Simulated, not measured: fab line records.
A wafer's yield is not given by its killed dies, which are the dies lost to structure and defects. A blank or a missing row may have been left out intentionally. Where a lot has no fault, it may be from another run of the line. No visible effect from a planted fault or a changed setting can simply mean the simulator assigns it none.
fab line records    flow n5Finfet
record: lots: 12  wafers: 34  lastDay: 18
route steps=1938 shown BEOL_M11@1570 PASSIVATION@1936
lots untouched by any fault: they come from a run of this same line in which no faults occurred
startH: start of the lot's first displayed wafer, in hours after the record's first day    waitH: hours elapsed since this lot's preceding step    " same as the row above    L1.1+2: a row that stands for several wafers    - no value, or no start was given    * or withheld: withheld    < > ~ a bound
route shown NAME@n: names a module that has steps shown in the file, with the first one's number in the route    usual: the fault-free wafers' mean and standard deviation    same: alike in all rows    chamber/n: place in a boat    sites: readings site by site    _std_site: standard deviation across them    _edge_site: mean of outer sites minus mean of inner sites    radiusMm: for every site, how far away it sits from the centre of the wafer    mask NAME#n: copy n    behind: the most recent tool/chamber to have shaped the wafer    hold: why the lot was held/for how many hours/how that ended    device: the transistor (n, p or np) that didn't switch    end of line: the route-end tests of the same wafers    for a step that has no rows: nothing shown but its recipe    killed: dies that structure and defects cost at the first sort, which is not the same as the wafer's yield    map: dies across one wafer; x = killed, . = not, _ = none there
set.NAME: the setting that was run; set.NAME@STEP: the one run at that earlier step    model.NAME: the simulator's own value behind a step, which no gauge read
route steps across a sampled set of lots; one table per step, one row per wafer
services: a tool's chamber out of use, with start hour (startH, from the record's first day; less than 0 if before it), hours out, and reason
== steps ==
step: N5_BEOL_M11_INSPECT_30
recipe: mode: adi  inspectInstrument: brightfield
usual: rawDefectCount: 420/98
lot.wafer  tool              chamber  startH  waitH  rawDefectCount
L813.3     defectInspect-02  -        245.88  0.0    315
L813.4     "                 -        "       "      376
L813.6     "                 -        "       "      408
L814.2     defectInspect-01  -        256.92  0.0    338
L814.4     "                 -        "       "      660
L814.6     "                 -        "       "      551
L815.1     defectInspect-02  -        266.97  0.0    370
L815.2     "                 -        "       "      531
L815.4     "                 -        "       "      502
L817.2     defectInspect-01  -        281.38  0.0    503
L817.4     "                 -        "       "      413
L817.6     "                 -        "       "      315
L819.1     defectInspect-02  -        301.81  0.0    304
L819.4     "                 -        "       "      313
L819.5     "                 -        "       "      388
L818.1     defectInspect-01  -        312.35  0.0    646
L818.2     "                 -        "       "      375
L818.6     "                 -        "       "      383
L821.2     defectInspect-01  -        315.67  0.0    367
L821.4     "                 -        "       "      357
L821.5     "                 -        "       "      591
L823.4     defectInspect-01  -        325.43  0.0    479
L823.6     "                 -        "       "      525
L820.5     defectInspect-02  -        329.41  0.0    468
L820.6     "                 -        "       "      502
L832.2     defectInspect-01  -        374.51  0.0    412
L832.4     "                 -        "       "      456
L832.6     "                 -        "       "      417
L831.1     defectInspect-02  -        381.12  0.0    404
L831.3     "                 -        "       "      497
L831.4     "                 -        "       "      416
L833.1     defectInspect-02  -        385.86  0.0    470
L833.5     "                 -        "       "      328
L833.6     "                 -        "       "      418
step: N5_BEOL_M11_ETCH_66
recipe: chemistry: N2/H2  target: SOC  targetDepthA: 1200  overetchA: 240  maskMaterial: SiARC  tempC: 40  timeS: 180  ionEnergyEv: 200  pressureMtorr: 30  sourceW: 840  biasW: 150  n2FlowSccm: 200  h2FlowSccm: 200
usual: drypumpMotorCurrentA: 5.9/0.7  oesProductAu: 0.61/0.041  rfVppV: 523.2/2.1  showerheadPlenumPTorr: 2.52/0.074  throttleValvePct: 17.73/0.22
lot.wafer  tool        chamber  startH  waitH  drypumpMotorCurrentA  oesProductAu  rfHoursCounterH  rfVppV  showerheadPlenumPTorr  throttleValvePct
L813.3     rieDiel-03  1        246.01  0.0    5.3                   0.66          62               525.0   2.57                   17.24
L813.4     "           3        "       "      6.5                   0.57          220              522.6   2.52                   17.99
L813.6     "           2        "       "      6.6                   0.60          -                521.9   2.41                   17.93
L814.2     rieDiel-03  2        257.04  0.0    6.6                   0.60          195              519.8   2.41                   17.94
L814.4     "           2        "       "      6.6                   0.61          -                520.9   2.41                   17.92
L814.6     "           1        "       "      5.3                   0.66          -                526.5   2.57                   17.26
L815.1     rieDiel-04  0        267.09  0.0    5.4                   0.57          213              525.6   2.63                   17.82
L815.2     "           1        "       "      4.7                   0.58          184              525.2   2.65                   17.86
L815.4     "           3        "       "      6.8                   0.65          87               522.0   2.46                   17.76
L817.2     rieDiel-03  1        281.60  0.0    5.3                   0.66          72               525.1   2.57                   17.28
L817.4     "           0        "       "      6.4                   0.64          116              524.2   2.56                   17.71
L817.6     "           3        "       "      6.5                   0.57          -                522.3   2.52                   18.01
L819.1     rieDiel-03  0        301.99  0.0    6.4                   0.63          123              525.1   2.55                   17.73
L819.4     "           0        "       "      6.4                   0.64          -                525.5   2.55                   17.73
L819.5     "           2        "       "      6.6                   0.59          -                521.5   2.41                   17.95
L818.1     rieDiel-01  0        312.47  0.0    5.6                   0.62          155              523.0   2.54                   17.85
L818.2     "           2        "       "      5.2                   0.57          200              522.3   2.52                   17.63
L818.6     "           3        "       "      6.4                   0.67          -                523.2   2.48                   17.76
L821.2     rieDiel-03  2        315.79  0.0    6.6                   0.59          211              519.3   2.40                   17.95
L821.4     "           3        "       "      6.5                   0.58          237              523.4   2.51                   18.03
L821.5     "           1        "       "      5.4                   0.66          -                526.1   2.57                   17.28
L823.4     rieDiel-01  3        325.55  0.0    6.4                   0.67          77               521.6   2.47                   17.78
L823.6     "           3        "       "      6.4                   0.67          -                523.1   2.47                   17.77
L820.5     rieDiel-03  0        329.59  0.1    6.4                   0.63          -                523.5   2.55                   17.73
L820.6     "           1        "       "      5.3                   0.65          -                525.5   2.56                   17.28
L832.2     rieDiel-04  1        374.83  0.0    4.7                   0.57          211              525.4   2.64                   17.87
L832.4     "           2        "       "      6.5                   0.66          76               521.3   2.45                   17.43
L832.6     "           1        "       "      4.7                   0.57          -                524.4   2.64                   17.87
L831.1     rieDiel-01  0        381.28  0.1    5.6                   0.61          175              522.9   2.53                   17.87
L831.3     "           2        "       "      5.2                   0.55          -                522.2   2.51                   17.67
L831.4     "           0        "       "      5.6                   0.61          -                524.6   2.53                   17.88
L833.1     rieDiel-04  3        385.98  0.0    6.7                   0.62          120              521.5   2.45                   17.83
L833.5     "           0        "       "      5.4                   0.56          -                524.4   2.62                   17.87
L833.6     "           3        "       "      6.7                   0.61          -                520.2   2.45                   17.82
step: N5_BEOL_M11_CD_MEAS_35
recipe: targetCdNm: 70  polarity: opening
usual: cdNm: 70.3/0.69
lot.wafer  tool      chamber  startH  waitH  cdNm
L813.3     cdSem-03  -        246.58  0.0    70.6
L813.4     "         -        "       "      70.2
L813.6     "         -        "       "      70.1
L814.2     cdSem-02  -        257.60  0.0    70.3
L814.4     "         -        "       "      70.3
L814.6     "         -        "       "      69.8
L815.1     cdSem-02  -        267.65  0.0    70.9
L815.2     "         -        "       "      70.8
L815.4     "         -        "       "      71.2
L817.2     cdSem-01  -        282.17  0.0    71.0
L817.4     "         -        "       "      70.4
L817.6     "         -        "       "      70.2
L819.1     cdSem-03  -        302.55  0.0    71.6
L819.4     "         -        "       "      71.3
L819.5     "         -        "       "      70.8
L818.1     cdSem-01  -        313.03  0.0    69.7
L818.2     "         -        "       "      70.5
L818.6     "         -        "       "      71.2
L821.2     cdSem-02  -        316.35  0.0    69.3
L821.4     "         -        "       "      70.3
L821.5     "         -        "       "      69.9
L823.4     cdSem-01  -        326.11  0.0    69.7
L823.6     "         -        "       "      70.1
L820.5     cdSem-02  -        330.11  0.0    68.5
L820.6     "         -        "       "      69.4
L832.2     cdSem-02  -        375.39  0.0    70.4
L832.4     "         -        "       "      70.2
L832.6     "         -        "       "      70.7
L831.1     cdSem-03  -        382.03  0.0    71.5
L831.3     "         -        "       "      69.5
L831.4     "         -        "       "      69.4
L833.1     cdSem-01  -        386.54  0.0    70.3
L833.5     "         -        "       "      69.6
L833.6     "         -        "       "      69.4
step: N5_BEOL_M11_CURE_72
recipe: tempC: 370  timeS: 120  ambient: DMADMS/He  material: SiCOH_lowk
usual: lampPowerPct: 52.31/0.052  runLengthS: 177.9/0.63  wafer_temp_C_max: 371.8/0.78
lot.wafer  tool       chamber  startH  waitH  lampPowerPct  runLengthS  wafer_temp_C_max
L813.3     uvCure-01  2        246.72  0.1    52.33         178.1       372.9
L813.4     "          2        "       "      52.32         178.4       373.5
L813.6     "          2        "       "      52.24         178.1       372.6
L814.2     uvCure-02  2        257.69  0.1    52.32         177.4       371.5
L814.4     "          2        "       "      52.32         176.7       371.5
L814.6     "          2        "       "      52.24         176.8       371.0
L815.1     uvCure-01  1        267.70  0.0    52.31         177.2       370.6
L815.2     "          1        "       "      52.30         177.1       370.9
L815.4     "          1        "       "      52.26         177.1       371.0
L817.2     uvCure-02  0        282.26  0.1    52.28         177.8       372.2
L817.4     "          0        "       "      52.22         177.7       371.6
L817.6     "          0        "       "      52.23         178.1       371.4
L819.1     uvCure-01  2        302.59  0.0    52.43         178.0       372.4
L819.4     "          2        "       "      52.27         178.7       373.0
L819.5     "          2        "       "      52.35         178.1       372.9
L818.1     uvCure-02  0        313.07  0.0    52.33         177.8       371.1
L818.2     "          0        "       "      52.30         178.3       371.6
L818.6     "          0        "       "      52.31         178.3       371.7
L821.2     uvCure-03  0        316.44  0.1    52.26         178.7       371.3
L821.4     "          0        "       "      52.37         178.9       371.3
L821.5     "          0        "       "      52.33         178.8       371.4
L823.4     uvCure-01  2        326.30  0.2    52.36         185.3       372.7
L823.6     "          2        "       "      52.27         185.2       373.8
L820.5     uvCure-01  2        330.34  0.2    52.37         177.8       372.4
L820.6     "          2        "       "      52.26         185.4       372.5
L832.2     uvCure-02  2        375.48  0.1    52.32         177.5       372.4
L832.4     "          2        "       "      52.38         177.0       372.1
L832.6     "          2        "       "      52.30         176.7       371.8
L831.1     uvCure-03  2        382.08  0.0    52.32         176.7       372.6
L831.3     "          2        "       "      52.28         176.6       373.3
L831.4     "          2        "       "      52.21         176.9       372.7
L833.1     uvCure-03  1        386.59  0.0    52.33         178.0       371.2
L833.5     "          1        "       "      52.32         177.5       371.3
L833.6     "          1        "       "      52.29         177.9       371.2
step: N5_PASSIVATION_PROBE_49
usual: defectLimitedYield: 91.4/1.5  killed_at_M0_to_M3: 33/11  killed_at_M4_up: 14/5.3  killedAtContacts: 13/6.2  killedAtFrontEnd: 39/13  killedAtOther: 3.1/2.8  killedDies: 102/17  killedOpen: 68/13  killedShort: 32/7.8  sort_bin_4_leakage: 0.00/0.007  sort_bin_5_function: 5.1/0.95  sort_bin_6_memory: 3.2/0.7  sort_bin_8_speed: 0.02/0.16  sortNPass: 1078/18  sortYieldPct: 91.3/1.5
same: grossDies: 1180  killedAtBackSide: 0
lot.wafer  tool       chamber  startH  waitH  defectLimitedYield[%]  killed_at_M0_to_M3  killed_at_M4_up  killedAtContacts  killedAtFrontEnd  killedAtOther  killedDies  killedOpen  killedShort  sort_bin_4_leakage[%]  sort_bin_5_function[%]  sort_bin_6_memory[%]  sort_bin_8_speed[%]  sortNPass  sortYieldPct[%]
L815.1     prober-01  -        309.99  0.0    91.4                   32                  10               15                43                1              101         81          20           0                      4.9                     3.6                   0                    1079       91.4
L815.2     prober-01  -        310.04  0.1    91.6                   32                  12               18                37                0              99          72          27           0                      5.5                     2.7                   0                    1081       91.6
L815.4     prober-01  -        310.14  0.2    90.9                   42                  20               9                 35                1              107         69          38           0                      5.3                     3.2                   0                    1073       90.9
killed by level:class
L815.1 MOL_CONTACT_COAG:geometricParticle:open=13 BEOL_M3:geometricParticle:open=12 FIN_SAQP:geometricParticle:open=10 STI_FIN_REVEAL:geometricParticle:open=8 BEOL_M0_SAQP:geometricParticle:open=8 BEOL_M1:geometricParticle:open=7 STARTING-WAFER:geometricParticle:open=6 FIN_SAQP:geometricParticle:short=5
L815.2 MOL_CONTACT_COAG:geometricParticle:open=16 STI_FIN_REVEAL:geometricParticle:open=10 FIN_SAQP:geometricParticle:short=9 FIN_SAQP:geometricParticle:open=8 BEOL_M3:geometricParticle:open=7 BEOL_M0:geometricParticle:open=6 BEOL_M2:geometricParticle:open=6 BEOL_M1:geometricParticle:open=5
L815.4 BEOL_M0_SAQP:geometricParticle:short=12 MOL_CONTACT_COAG:geometricParticle:open=8 BEOL_M2:geometricParticle:open=7 BEOL_M4:geometricParticle:open=7 BEOL_M3:geometricParticle:open=6 BEOL_M0_SAQP:geometricParticle:open=6 FIN_SAQP:geometricParticle:short=5 BEOL_M1:geometricParticle:open=5
== services ==
tool        chamber  startH  hours  kind
uvCure-02   -        225.19  7.1    pm
rieDiel-01  3        233.71  4.6    repair
rieDiel-03  -        247.81  0.9    repair
uvCure-03   -        259.13  9.8    repair
rieDiel-03  1        292.57  11.4   repair
uvCure-01   -        296.42  5.3    repair
uvCure-02   -        307.08  2.8    pm
rieDiel-04  -        307.34  1.1    repair
rieDiel-03  3        329.30  4.3    repair
rieDiel-04  3        332.64  7.5    repair
rieDiel-04  0        334.08  6.7    repair
uvCure-01   -        338.91  1.0    pm
rieDiel-03  3        348.00  1.3    repair
rieDiel-03  3        361.07  -      clean
rieDiel-03  3        361.07  -      consumableReplace:focusRing
rieDiel-03  3        361.07  29.4   scheduledDown
rieDiel-03  3        361.07  29.4   ventCycle
rieDiel-01  1        372.75  -      clean
rieDiel-01  1        372.75  -      consumableReplace:focusRing
rieDiel-01  1        372.75  -      consumableReplace:showerhead
rieDiel-01  1        372.75  22.7   scheduledDown
rieDiel-01  1        372.75  22.7   ventCycle
rieDiel-01  3        380.65  7.9    repair
== key ==
firstSign: step: N5_BEOL_M11_CURE_72  reading: runLengthS  direction: up  sigmas: 12  usual: *  struck: *
effect none on later readings
metAt N5_BEOL_M11_CURE_72
struckLots L820,L823
struckWafers L820.6,L823.4,L823.6
notActingAt N5_BEOL_M11_INSPECT_30,N5_BEOL_M11_ETCH_66,N5_BEOL_M11_CD_MEAS_35
onsetBetween 302.59 326.30
fault: kind: processParameterDrift  tool: uvCure-01  chamber: -  onsetH: 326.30  steps: N5_BEOL_M11_CURE_72  channel: timeS  offset: *  shape: step  endH: 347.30  scope: struckWafersOnly  actsIn: *  stated: *
